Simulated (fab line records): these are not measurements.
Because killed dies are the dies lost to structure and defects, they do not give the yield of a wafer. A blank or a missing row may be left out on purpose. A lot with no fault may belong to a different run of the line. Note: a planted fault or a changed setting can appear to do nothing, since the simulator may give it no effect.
Which of the tools did it? -- flow n5-finfet -- at 1 step of a route of 1938, 10 lots with 30 wafers sampled

WHAT EACH GAUGE READ, for each wafer
N5_ZERO_LAYER_CD_MEAS_11: the cd target is 2000 nm.
lot,measured,on,cd-nm (nm)
L141,day 2 00:38,cd-sem-03,2001.7 2002.1 2002.1
L143,day 2 12:38,cd-sem-02,2002.7 1999.1 2000.6
L147,day 3 12:38,cd-sem-01,1999.0 2001.3 2003.4
L156,day 5 18:39,cd-sem-02,1998.6 1998.9 2000.8
L157,day 6 02:09,cd-sem-02,2000.5 1998.7 1999.8
L158,day 6 06:38,cd-sem-01,2002.7 1999.4 2000.7
L159,day 6 12:40,cd-sem-03,2001.6 2002.5 2003.8
L160,day 6 18:42,cd-sem-02,1999.0 2002.2 2002.0
L161,day 7 00:38,cd-sem-02,1998.3 1999.9 2000.4
L162,day 7 09:25,cd-sem-02,2000.3 2000.2 2000.9

WHAT TOOL EACH LOT RAN ON (gives the tool, then ch and the chambers of the sampled wafers, and finally the start)
There is no process step in the record ahead of these readings.

THE ANSWER, worked out from the rows above alone
Rule: the lots themselves supply what counts as usual. The widest of any qualifying gaps counts: lots, ordered by their means at a reading, are off when they make up no more than a third of the lots, leave a main group of 4 or more, and stand apart from it by 3 or more times the standard deviation of that group's means. If all means in a main group match to the digits the tables above print for the reading, that group is not used. Also off: a lot with no number at a reading for which 4 or more lots have one. Any other lot the step has rows for is counted as sound.
Across all readings shown, no lot is off: no conclusion can be drawn from this.

WHAT THE SIMULATOR HAD INSERTED
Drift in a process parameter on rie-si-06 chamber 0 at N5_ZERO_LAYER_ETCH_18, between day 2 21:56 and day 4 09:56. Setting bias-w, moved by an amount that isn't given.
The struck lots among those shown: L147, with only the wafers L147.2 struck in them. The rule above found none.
